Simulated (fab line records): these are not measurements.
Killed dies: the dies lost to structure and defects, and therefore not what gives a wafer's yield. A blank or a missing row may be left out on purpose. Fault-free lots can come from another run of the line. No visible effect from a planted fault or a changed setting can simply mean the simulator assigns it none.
Matching of chambers | flow nandHarc | NHARC_P_CONTACT_STRIP_28 on rieDiel-03: 4 sister chambers
The step strips in O2. 7 wafers are shown with their chamber, then 7 later ones without.

== WAFERS, EACH WITH ITS CHAMBER ==
wafer  | chamber | showerheadPlenumPTorr (Torr) | throttleValvePct (%)
L104.1 | 0       | 3.37                         | 17.026
L104.2 | 2       | 3.44                         | 17.025
L107.1 | 2       | 3.45                         | 17.034
L107.4 | 1       | 3.51                         | 17.037
L107.6 | 3       | 3.79                         | 17.035
L111.3 | 1       | 3.51                         | 17.046
L111.5 | 0       | 3.37                         | 17.027

== WAFERS MISSING THEIR CHAMBER ==
wafer  | showerheadPlenumPTorr (Torr) | throttleValvePct (%)
L111.6 | 3.51                         | 17.028
L112.1 | 3.79                         | 17.047
L112.5 | 3.37                         | 17.046
L112.6 | 3.50                         | 17.040
L117.1 | 3.50                         | 17.051
L117.3 | 3.79                         | 17.023
L117.4 | 3.37                         | 17.039

== WHICH CHAMBER EACH WENT THROUGH ==
wafer  | from the rows above | in truth
L111.6 | 1                   | 1
L112.1 | 3                   | 3
L112.5 | 0                   | 0
L112.6 | 1                   | 1
L117.1 | 1                   | 1
L117.3 | 3                   | 3
L117.4 | 0                   | 0
Correct placement for 7 of the 7. Not placeable from these rows: 0. Number placed wrongly: 0.
How it was worked out, from the rows above alone: a wafer's distance from a chamber is the root of the sum, over the readings, of the square of ((its reading less the chamber's mean) divided by the reading's scatter). If the next closest chamber is less than 2 further off than the closest, the wafer can't be placed; otherwise it belongs to the closest. The mean given for a chamber averages the wafers shown for that chamber. The scatter: the root of (the sum of the squares of (reading less its chamber's mean) over the shown wafers, divided by (wafers less chambers)).
